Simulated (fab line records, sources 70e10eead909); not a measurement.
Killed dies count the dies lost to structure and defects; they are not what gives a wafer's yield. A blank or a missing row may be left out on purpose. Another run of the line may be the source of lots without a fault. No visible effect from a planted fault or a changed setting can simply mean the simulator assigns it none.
Matching of chambers    flow nandHarc    pecvd-01 running NHARC_P_GATE_DEP_103: 3 sister chambers
The step deposits SiON, target thk 30 nm. 16 wafers are shown with their chamber, then 8 later ones without.

## WAFERS, EACH WITH ITS CHAMBER
wafer   chamber  heaterPowerW (W)  susceptorTempC (C)
L618.1  1        875               400.04
L618.3  2        802               400.17
L618.6  0        591               400.09
L623.1  0        581               399.60
L623.4  2        878               399.99
L623.6  1        817               400.01
L632.2  0        549               399.83
L632.4  1        723               400.62
L632.6  2        773               399.85
L634.2  0        637               399.55
L634.3  2        761               400.34
L634.4  0        635               399.77
L636.2  2        885               400.14
L636.4  2        915               399.77
L636.5  0        598               400.12
L635.3  0        617               399.76

SIGNATURES, as means of the wafers listed above
reading         chamber 0  chamber 1  chamber 2  scatter within a chamber
heaterPowerW    601.14     805.00     835.67     54.7
susceptorTempC  399.8171   400.2233   400.0433   0.241
Rule: for each reading, subtract the chamber's mean from the wafer's reading, divide by that reading's scatter and square the result; add these up over the readings and take the root, which gives the wafer's distance from the chamber. If the next closest chamber is less than 2 further off than the closest, the wafer can't be placed; otherwise it belongs to the closest. How the scatter is found: for the shown wafers, subtract from each reading the mean of its chamber, square and add these, divide the total by (wafers less chambers), then take the root.

## WAFERS WITH NO CHAMBER GIVEN
wafer   heaterPowerW (W)  susceptorTempC (C)
L635.4  630               399.52
L635.5  880               400.21
L637.1  566               400.01
L637.2  756               400.05
L637.3  777               400.10
L639.3  866               399.78
L639.4  624               399.75
L639.6  861               399.49

## CHAMBER TAKEN BY EACH
wafer   from the rows above           in truth
L635.4  0                             0
L635.5  can't be placed: 2 or 1       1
L637.1  0                             0
L637.2  can't be placed: 1 or 2 or 0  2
L637.3  can't be placed: 1 or 2       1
L639.3  can't be placed: 2 or 1       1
L639.4  0                             0
L639.6  can't be placed: 2 or 1       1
3 of 8 placed correctly. These rows do not allow placing 5 (true chamber among the candidates in 5). Number placed wrongly: 0.
